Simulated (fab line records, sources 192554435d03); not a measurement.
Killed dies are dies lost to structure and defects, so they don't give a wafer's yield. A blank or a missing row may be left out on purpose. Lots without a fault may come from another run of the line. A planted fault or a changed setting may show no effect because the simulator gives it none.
A struck lot beside a sound one | flow n5_finfet | 39 steps out of a route of 1938
Sound: wafers L220.3, L220.4, L220.6. Struck: wafers L241.3, L241.5, L241.6. The cause comes at the end.
At each step with rows: each side's tool, then ch and its chambers, then its first start. Under that, the readings that differ: sound wafers | struck wafers | difference of the means | sigmas: that difference in standard deviations of wafers without a fault.
alike: readings whose means differ by less than 2 such deviations, and words and numbers that are the same on both sides. not compared: withheld readings, readings that some wafer has no value for, bounds like >300 that may hide the same value, and numbers for which the record gives no deviation and whose values overlap.
The two part at a step that has a row with sigmas, a row that says differs or no value, or rows on one side only. Numbers that don't overlap but have no deviation are shown without sigmas and don't part them. A reading that every wafer of one side lacks parts them only if that side has two wafers or more.

first, 9 steps without rows for these wafers: N5_HKMG_FIN_PEB_10 (peb time 60 s); N5_HKMG_FIN_DEVELOP_11 (develop time 30 s); N5_HKMG_FIN_DESCUM_17 (chemistry O2, time 7.9 s); N5_HKMG_FIN_ETCH_31 (etches SiARC in CF4, target depth 45.5 nm, time 75.8 s); N5_HKMG_FIN_ETCH_32 (etches SOC in N2/H2, target depth 240 nm, time 300 s); N5_HKMG_FIN_STRIP_33 (strips in N2/H2); N5_HKMG_FIN_STRIP_34 (strips in CF4); N5_HKMG_FIN_ETCH_35 (etches SOC in N2/H2, target depth 215.8 nm, time 243.4 s); N5_HKMG_FIN_STRIP_92 (strips SOC in N2/H2, time 20 s).
N5_HKMG_FIN_WET_ETCH_18: etches TiN in SC1, time 55 s, target depth 5.2 nm, rinse time 30 s.
  sound on wet_bench-02 ch 3,4,6, day 4 12:50; struck on wet_bench-02 ch 0,3,4, day 9 18:05
then, 27 steps without rows for these wafers: N5_HKMG_FIN_STRIP_19 (strips in N2/H2, time 360 s); N5_HKMG_FIN_ALD_91 (deposits TiN, target thk 1 nm, pulse time 1 s, purge time 3 s); N5_HKMG_FIN_COAT_85 (time 60 s, resist thk 300 nm); N5_HKMG_FIN_ETCH_86 (etches SOC in N2/H2, stops on TiN, target depth 393.2 nm); N5_HKMG_FIN_STRIP_89 (strips SOC in N2/H2, time 20 s); N5_HKMG_FIN_WET_ETCH_87 (etches TiN in SC1, time 154.2 s, target depth 4.7 nm, rinse time 30 s); N5_HKMG_FIN_STRIP_88 (strips in N2/H2, time 360 s); N5_HKMG_FIN_NWFM_ALD_20 (deposits TiAlC, target thk 2 nm, pulse time 3 s, purge time 2 s); N5_HKMG_FIN_ALD_71 (deposits TiN, target thk 1 nm, pulse time 1 s, purge time 3 s); N5_HKMG_FIN_COAT_66 (time 60 s, resist thk 300 nm); N5_HKMG_FIN_ETCH_67 (etches SOC in N2/H2, stops on TiN, target depth 388.9 nm); N5_HKMG_FIN_STRIP_90 (strips SOC in N2/H2, time 20 s); N5_HKMG_FIN_WET_ETCH_73 (etches the open film in SC1, time 42.3 s, target depth 1.3 nm, rinse time 30 s); N5_HKMG_FIN_ETCHBACK_68 (etches the open film in Cl2/Ar, stops on HfO2, target depth 0.5 nm); N5_HKMG_FIN_STRIP_69 (strips in N2/H2, time 360 s); N5_HKMG_FIN_ALD_21 (deposits TiN, target thk 1.5 nm, pulse time 1 s, purge time 3 s); N5_HKMG_FIN_ALD_72 (deposits W, target thk 2 nm, pulse time 1 s, purge time 2 s); N5_HKMG_FIN_W_FILL_22 (material W, target thk 60 nm, time 18.2 s); N5_HKMG_FIN_PRECLEAN_83 (cleans in DIW, time 57.5 s); N5_HKMG_FIN_SRD_84 (dry time 32 s); N5_HKMG_FIN_CMP_23 (polishes, stops on SiNx, t overpolish 10 s, target thk 46.326 nm); N5_HKMG_FIN_CMP_94 (polishes, stops on SiNx, t overpolish 4.7 s, target thk 43.299 nm); N5_GATE_CUT_ETCHBACK_00 (etches W in SF6/Cl2); N5_GATE_CUT_ETCH_56 (etches TiN in Cl2/Ar, target depth 21.6 nm); N5_GATE_CUT_ETCHBACK_30 (etches TiN in Cl2/Ar, target depth 3 nm); N5_GATE_CUT_VAPOR_ETCH_60 (etches HfO2 in BCl3/Cl2); N5_GATE_CUT_ETCH_58 (etches SiNx in CH3F/O2, target depth 17 nm, time 128.6 s).
-- the record jumps here: 4 days lie between the struck wafers' starts before and after (it left off in module GATE_CUT and takes up again in module BEOL_M4, whose first step shown is number 1111 of the route) --
N5_BEOL_M4_RC_MEAS_101:
  sound on prober-01 ch 0, day 8 16:16; struck on prober-02 ch 0, day 14 04:46
  reading             | sound                      | struck                    | difference | sigmas
  IOFF_N (nA/um)      | 0.147 0.162 0.182          | 0.001 0.001 0.001         | -0.163     | -7
  IOFF_N_85C (nA/um)  | 2.8 3.2 3.4                | 0.0 0.0 0.0               | -3.1       | -8
  IOFF_N_LIN (nA/um)  | 0.069 0.075 0.082          | 0.000 0.000 0.000         | -0.075     | -9
  IOFF_N_LONG (nA/um) | 5.28e-05 5.24e-05 5.26e-05 | 2.53e-05 2.5e-05 2.49e-05 | -2.75e-05  | -11
  ION_N (uA/um)       | 671 681 678                | 365 358 360               | -316       | -33
  VT_N (mV)           | 252.3 249.1 250.1          | 397.0 398.3 393.8         | +145.9     | +54
  VT_N_LONG (mV)      | 274.8 273.8 276.6          | 423.6 426.5 422.8         | +149.2     | +83
  VT_N_LVT (mV)       | 97 97 96                   | 243 246 246               | +148       | +48
  alike: DIBL_N, DIBL_P, IOFF_P, ION_P, SS_N, SS_P, VT_P
-- the record jumps here: 5 days lie between the struck wafers' starts before and after (it left off in module BEOL_M4 and takes up again in module PASSIVATION, whose first step shown is number 1936 of the route) --
N5_PASSIVATION_PROBE_49:
  sound on prober-01, day 13 04:52; struck on prober-02, day 18 17:52
  reading              | sound          | struck            | difference | sigmas
  killed_at_M4_up      | 13 24 17       | 5 5 8             | -12        | -2
  sort_bin_8_speed (%) | 0 0 0          | 92.71 92.97 93.14 | +92.94     | +99 or more
  sort_n_pass          | 1086 1058 1067 | 0 0 0             | -1070      | -63
  sort_yield_pct (%)   | 92.0 89.7 90.4 | 0 0 0             | -91        | -60
  alike: defect_limited_yield, killed_at_M0_to_M3, killed_at_contacts, killed_at_front_end, killed_at_other, killed_dies, killed_open, killed_short, sort_bin_5_function, sort_bin_6_memory

WHERE THEY PART
First at N5_BEOL_M4_RC_MEAS_101; last, within this record, at N5_PASSIVATION_PROBE_49.

WHY: what the simulator had put in
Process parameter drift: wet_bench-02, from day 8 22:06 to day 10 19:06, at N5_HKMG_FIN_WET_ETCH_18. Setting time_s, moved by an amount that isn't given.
